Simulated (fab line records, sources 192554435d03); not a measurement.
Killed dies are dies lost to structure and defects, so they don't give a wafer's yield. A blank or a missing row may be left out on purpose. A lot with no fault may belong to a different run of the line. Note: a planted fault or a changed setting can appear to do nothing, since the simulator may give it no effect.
fab line records    flow n5-finfet
record lots=6  wafers=18  last-day=17
route steps=1938 shown BEOL_M12@1636
lots with no fault: from the same line, run without faults
start-h: the number of hours between the record's first day and the start of the first shown wafer of the lot    wait-h: hours since the lot's step before    " unchanged from the row above    L1.1+2: a row that stands for several wafers    - either no value or no given start    * or withheld: withheld    < > ~ a bound
route shown NAME@n: NAME is a module with steps in the file, n the number in the route of the first one    usual: mean/standard deviation taken from wafers without a fault    same: alike in all rows    chamber/n: place in a boat    sites: readings site by site    _std_site: standard deviation across them    _edge_site: inner sites' mean taken away from outer sites' mean    radius-mm: how far each site lies from the wafer's centre    mask NAME#n: copy n    behind: the most recent tool/chamber to have shaped the wafer    hold: why the lot went on hold/how many hours it stayed there/how the hold came to an end    device: the transistor (n, p or np) that didn't switch    end of line: at the end of the route, the tests of the same wafers    a step without rows: its recipe alone    killed: at the first sort, the dies lost to defects and structure; wafer yield is something else    map: per-die view of a wafer (x killed, . not killed, _ where there is no die)
set.NAME: the setting as run; set.NAME@STEP: as run at that earlier step    model.NAME: the simulator's own value behind a step, which no gauge read
lots at selected steps of the route; one table per step, one row per wafer
services: the hour from which a tool's chamber was out of use, counted from the record's first day as start-h (under 0 if before that day), plus the number of hours and why
## steps
# step N5_BEOL_M12_ETCH_67
# recipe chemistry=CF4  target=SiARC  target-depth-a=1430  time-s=238.3  ion-energy-ev=80  pressure-mtorr=40  source-w=545  bias-w=36  Ar_flow_sccm=100  cf4-flow-sccm=100  ends=cleared
# usual drypump-motor-current-A=5.7/0.48  etch-rf-on-time-s=240/3.6  oes-product-au=0.67/0.074  rf-vpp-V=184.4/1.2  showerhead-plenum-p-Torr=2.16/0.074  throttle-valve-pct=15.50/0.24
lot.wafer  tool         chamber  start-h  wait-h  drypump-motor-current-A  etch-rf-on-time-s  oes-product-au  rf-hours-counter-h  rf-vpp-V  showerhead-plenum-p-Torr  throttle-valve-pct
L279.1     rie-diel-01  2        246.25   0.0     5.4                      236                0.68            98                  186.2     2.25                      15.41
L279.2     "            0        "        "       5.5                      240                0.79            18                  183.9     2.19                      15.06
L279.4     "            3        "        "       5.2                      242                0.66            -                   186.7     2.25                      15.33
L281.1     rie-diel-03  3        250.33   0.0     6.3                      237                0.66            153                 183.4     2.06                      15.57
L281.3     "            0        "        "       6.3                      236                0.73            52                  183.6     2.09                      15.51
L281.6     "            3        "        "       6.2                      236                0.66            -                   183.4     2.06                      15.56
L293.1     rie-diel-05  3        315.92   0.0     5.4                      246                0.59            241                 182.8     2.11                      15.89
L293.2     "            2        "        "       6.3                      244                0.57            243                 182.3     2.12                      15.90
L293.3     "            1        "        "       6.2                      238                0.75            36                  183.5     2.10                      15.37
L292.1     rie-diel-01  0        316.47   0.0     5.5                      239                0.74            45                  183.4     2.18                      15.10
L292.4     "            1        "        "       6.1                      246                0.58            242                 184.4     2.03                      15.65
L292.5     "            2        "        "       5.4                      236                0.66            -                   186.1     2.24                      15.44
L295.3     rie-diel-05  2        325.61   0.0     6.3                      244                0.57            247                 184.4     2.12                      15.91
L295.4     "            1        "        "       6.2                      237                0.75            39                  183.4     2.09                      15.38
L295.5     "            2        "        "       6.3                      244                0.57            -                   184.5     2.12                      15.90
L302.1     rie-diel-01  1        370.83   0.0     6.1                      235                0.79            6                   187.0     2.28                      15.21
L302.2     "            2        "        "       5.4                      236                0.65            146                 186.0     2.23                      15.49
L302.3     "            0        "        "       5.5                      238                0.73            62                  184.7     2.17                      15.14
# step N5_BEOL_M12_ETCH_68
# recipe chemistry=N2/H2  target=SOC  mask-material=SiARC  source-w=3000  bias-w=350  temp-c=40  time-s=285  ion-energy-ev=200  pressure-mtorr=30  n2-flow-sccm=200  h2-flow-sccm=200
# step N5_BEOL_M12_STRIP_69
# recipe chemistry=N2/H2  temp-c=40  n2-flow-sccm=200  h2-flow-sccm=200  rf-frequency-hz=6e+07
# step N5_BEOL_M12_TRENCH_ETCH_34
# recipe chemistry=C4F8/O2/Ar  target=SiOC  target-depth-a=3189.5  mask-material=SOC  pressure-mtorr=30  source-w=3000  bias-w=700  Ar_flow_sccm=400  C4F8_flow_sccm=15  O2_flow_sccm=8  he-inner-torr=15  he-outer-torr=30  time-s=125.5  ion-energy-ev=250
# step N5_BEOL_M12_STRIP_70
# recipe chemistry=C4F8/O2/Ar  resist=SiARC  rf-frequency-hz=6e+07
# step N5_BEOL_M12_OCD_MEAS_35
# usual trench-depth-nm=317/4
lot.wafer  tool    chamber  start-h  wait-h  trench-depth-nm
L279.1     ocd-02  -        246.74   0.0     319
L279.2     "       -        "        "       323
L279.4     "       -        "        "       317
L281.1     ocd-01  -        250.81   0.0     321
L281.3     "       -        "        "       318
L281.6     "       -        "        "       319
L293.1     ocd-01  -        316.40   0.0     315
L293.2     "       -        "        "       314
L293.3     "       -        "        "       315
L292.1     ocd-02  -        316.96   0.0     318
L292.4     "       -        "        "       313
L292.5     "       -        "        "       321
L295.3     ocd-02  -        326.10   0.0     315
L295.4     "       -        "        "       318
L295.5     "       -        "        "       314
L302.1     ocd-01  -        371.31   0.0     325
L302.2     "       -        "        "       318
L302.3     "       -        "        "       321
# step N5_BEOL_M12_STRIP_37
# recipe chemistry=N2/H2  power-w=1000  temp-c=250  h2-frac=0.65  overash-fraction=0.3  pressure-mtorr=withheld  n2-flow-sccm=1750  h2-flow-sccm=3250
# usual drypump-motor-current-A=5.70/0.21  heater-power-w=319/27  oes-product-au=0.790/0.01
lot.wafer  tool             chamber  start-h  wait-h  drypump-motor-current-A  heater-power-w  oes-product-au  rf-hours-counter-h
L279.1     plasma-asher-02  1        246.77   0.0     6.00                     354             0.788           75
L279.2     "                0        "        "       5.66                     282             0.794           75
L279.4     "                0        "        "       5.65                     282             0.787           -
L281.1     plasma-asher-02  0        250.85   0.0     5.64                     285             0.799           75
L281.3     "                1        "        "       6.02                     348             0.775           -
L281.6     "                0        "        "       5.64                     282             0.782           -
L293.1     plasma-asher-01  0        316.44   0.0     5.47                     327             0.788           132
L293.2     "                1        "        "       5.63                     335             0.795           132
L293.3     "                0        "        "       5.43                     326             0.778           -
L292.1     plasma-asher-01  0        317.00   0.0     5.43                     321             0.789           132
L292.4     "                1        "        "       5.62                     319             0.799           -
L292.5     "                0        "        "       5.42                     330             0.803           -
L295.3     plasma-asher-02  1        326.15   0.1     5.97                     338             0.772           -
L295.4     "                0        "        "       5.64                     281             0.805           -
L295.5     "                1        "        "       5.98                     347             0.791           -
L302.1     plasma-asher-01  1        371.35   0.0     5.61                     328             0.785           146
L302.2     "                0        "        "       5.42                     329             0.804           146
L302.3     "                1        "        "       5.60                     319             0.793           -
# step N5_BEOL_M12_ETCH_38
# recipe chemistry=CF4/N2  target=SiCN  target-depth-a=687  taper-deg=2  time-s=73.4  ion-energy-ev=150  mask-material=SiO2  pressure-mtorr=40  source-w=430  bias-w=70  Ar_flow_sccm=100  cf4-flow-sccm=60  n2-flow-sccm=60
# usual drypump-motor-current-A=6.0/0.43  oes-product-au=0.78/0.08  rf-vpp-V=382.2/2  showerhead-plenum-p-Torr=2.20/0.077  throttle-valve-pct=15.38/0.2
lot.wafer  tool         chamber  start-h  wait-h  drypump-motor-current-A  oes-product-au  rf-hours-counter-h  rf-vpp-V  showerhead-plenum-p-Torr  throttle-valve-pct
L279.1     rie-diel-03  0        251.94   -       6.3                      0.86            53                  380.7     2.15                      15.31
L279.2     "            3        "        "       6.3                      0.76            153                 381.6     2.12                      15.38
L279.4     "            2        "        "       6.6                      0.69            232                 384.0     2.27                      15.83
L281.1     rie-diel-05  3        252.26   -       5.4                      0.70            215                 379.9     2.19                      15.69
L281.3     "            2        "        "       6.3                      0.68            220                 380.4     2.19                      15.68
L281.6     "            3        "        "       5.4                      0.70            -                   380.7     2.19                      15.68
L293.1     rie-diel-03  1        318.01   -       5.7                      0.74            150                 383.9     2.30                      15.21
L293.2     "            0        "        "       6.3                      0.83            75                  381.5     2.14                      15.35
L293.3     "            3        "        "       6.3                      0.74            176                 380.5     2.11                      15.42
L292.1     rie-diel-03  0        318.23   -       6.3                      0.84            75                  380.1     2.15                      15.36
L292.4     "            3        "        "       6.3                      0.74            -                   379.4     2.11                      15.43
L292.5     "            0        "        "       6.3                      0.83            -                   380.5     2.14                      15.35
L295.3     rie-diel-05  2        326.83   -       6.3                      0.67            247                 382.9     2.18                      15.73
L295.4     "            0        "        "       5.2                      0.90            15                  384.0     2.25                      15.15
L295.5     "            1        "        "       6.1                      0.87            -                   380.5     2.15                      15.20
L302.1     rie-diel-03  2        373.79   -       6.6                      0.92            10                  383.3     2.26                      15.36
L302.2     "            0        "        "       6.3                      0.81            97                  381.7     2.14                      15.41
L302.3     "            1        "        "       5.7                      0.73            172                 383.0     2.29                      15.25
# step N5_BEOL_M12_PRECLEAN_39
# recipe chemistry=residue-remover  time-s=60  temp-c=40
# step N5_BEOL_M12_SRD_40
# recipe time-s=30  temp-c=23  rinse-liquid=diw  dry=n2-spin  spin-rpm=1500  dry-time-s=30
# step N5_BEOL_M12_DEGAS_41
# recipe ambient=vacuum  temp-c=250  time-s=60
# step N5_BEOL_M12_PRE_CLEAN_42
# recipe gas=H2/He  time-s=30  temp-c=250
# usual heater-power-w=341/40
lot.wafer  tool            chamber  start-h  wait-h  heater-power-w
L279.1     pvd-sputter-02  -        252.46   0.0     297
L279.2     "               -        "        "       346
L279.4     "               -        "        "       380
L281.1     pvd-sputter-03  -        252.51   0.0     293
L281.3     "               -        "        "       417
L281.6     "               -        "        "       370
L293.1     pvd-sputter-03  -        318.85   0.0     420
L293.2     "               -        "        "       380
L293.3     "               -        "        "       287
L292.1     pvd-sputter-03  -        319.17   0.0     297
L292.4     "               -        "        "       410
L292.5     "               -        "        "       295
L295.3     pvd-sputter-02  -        327.10   0.0     307
L295.4     "               -        "        "       385
L295.5     "               -        "        "       371
L302.1     pvd-sputter-01  -        374.49   0.0     360
L302.2     "               -        "        "       352
L302.3     "               -        "        "       299
# step N5_BEOL_M12_SPUTTER_43
# recipe material=TaN  target-thk-a=150  temp-c=50  bias-v=168.6  power-w=15000  chamber-pressure-pa=0.12  time-s=24.19
# usual cathode-dc-power-W=15000/2.5  throttle-valve-pct=30.5/0.74
lot.wafer  tool            chamber  start-h  wait-h  cathode-dc-power-W  throttle-valve-pct  model.TaN_of_BEOL_M12_SPUTTER_43.thk-nm
L279.1     pvd-sputter-02  -        252.50   0.0     15000               29.7                15.2
L279.2     "               -        "        "       14998               30.5                15
L279.4     "               -        "        "       15001               31.1                15
L281.1     pvd-sputter-03  -        252.55   0.0     15003               30.3                15
L281.3     "               -        "        "       15005               31.6                15.2
L281.6     "               -        "        "       15001               31.4                15
L293.1     pvd-sputter-03  -        318.89   0.0     13370               31.2                13.4
L293.2     "               -        "        "       13372               31.4                13.4
L293.3     "               -        "        "       13368               30.4                13.4
L292.1     pvd-sputter-03  -        319.21   0.0     13372               30.6                13.2
L292.4     "               -        "        "       13367               31.3                13.4
L292.5     "               -        "        "       13371               30.4                13.2
L295.3     pvd-sputter-02  -        327.14   0.0     15005               29.6                15.2
L295.4     "               -        "        "       15006               31.2                15.4
L295.5     "               -        "        "       15002               29.2                15.2
L302.1     pvd-sputter-01  -        374.53   0.0     14998               29.5                15
L302.2     "               -        "        "       15001               30.6                15.2
L302.3     "               -        "        "       15002               30.2                15
# step N5_BEOL_M12_SPUTTER_44
# recipe material=Ta  target-thk-a=100  temp-c=50  bias-v=80  power-w=15000  chamber-pressure-pa=0.07  time-s=16.13
# usual cathode-dc-power-W=15000/2.7  throttle-valve-pct=30.4/0.74
lot.wafer  tool            chamber  start-h  wait-h  cathode-dc-power-W  throttle-valve-pct
L279.1     pvd-sputter-02  -        252.58   0.0     14999               29.9
L279.2     "               -        "        "       15002               30.6
L279.4     "               -        "        "       14998               31.2
L281.1     pvd-sputter-03  -        252.63   0.0     14999               30.4
L281.3     "               -        "        "       15001               31.4
L281.6     "               -        "        "       15000               31.4
L293.1     pvd-sputter-03  -        318.97   0.0     14998               31.1
L293.2     "               -        "        "       15002               31.4
L293.3     "               -        "        "       15002               30.4
L292.1     pvd-sputter-03  -        319.29   0.0     14998               30.3
L292.4     "               -        "        "       14996               31.2
L292.5     "               -        "        "       15000               30.7
L295.3     pvd-sputter-02  -        327.22   0.0     15003               29.6
L295.4     "               -        "        "       14995               30.9
L295.5     "               -        "        "       14999               29.0
L302.1     pvd-sputter-01  -        374.61   0.0     15002               29.7
L302.2     "               -        "        "       15000               30.9
L302.3     "               -        "        "       14999               30.4
## services
tool             chamber  start-h  hours  kind
rie-diel-01      0        225.59   5.0    repair
rie-diel-01      1        246.01   6.7    repair
rie-diel-05      0        261.01   -      clean
rie-diel-05      0        261.01   -      consumable-replace:focus-ring
rie-diel-05      0        261.01   24.8   scheduled-down
rie-diel-05      0        261.01   24.8   vent-cycle
rie-diel-01      1        300.08   2.1    repair
rie-diel-03      -        306.71   2.8    pm
plasma-asher-01  -        307.97   3.2    repair
rie-diel-03      2        315.09   11.2   repair
rie-diel-03      2        326.38   -      clean
rie-diel-03      2        326.38   -      consumable-replace:focus-ring
rie-diel-03      2        326.38   17.9   scheduled-down
rie-diel-03      2        326.38   17.9   vent-cycle
rie-diel-05      3        331.50   3.1    repair
rie-diel-05      2        334.65   -      clean
rie-diel-05      2        334.65   -      consumable-replace:focus-ring
rie-diel-05      2        334.65   20.5   scheduled-down
rie-diel-05      2        334.65   20.5   vent-cycle
rie-diel-01      0        338.64   8.2    repair
plasma-asher-01  -        342.43   0.4    repair
plasma-asher-02  -        354.51   2.8    pm
rie-diel-05      3        355.31   -      clean
plasma-asher-02  -        366.72   15.6   pm
## key
first-sign step=N5_BEOL_M12_SPUTTER_43  reading=cathode-dc-power-W  direction=down  sigmas=99+  usual=*  struck=*
effect none on later readings
model-effect step=N5_BEOL_M12_SPUTTER_43  value=TaN_of_BEOL_M12_SPUTTER_43.thk-nm  without=14.93  struck=13.33
met-at N5_BEOL_M12_SPUTTER_43
struck-wafers L292.1,L292.4,L292.5,L293.1,L293.2,L293.3
onset-between 252.55 318.89
fault kind=process-parameter-drift  tool=pvd-sputter-03  chamber=-  onset-h=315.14  steps=N5_BEOL_M12_SPUTTER_43  channel=power-w  offset=*  shape=step  end-h=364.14  acts-in=*  stated=*
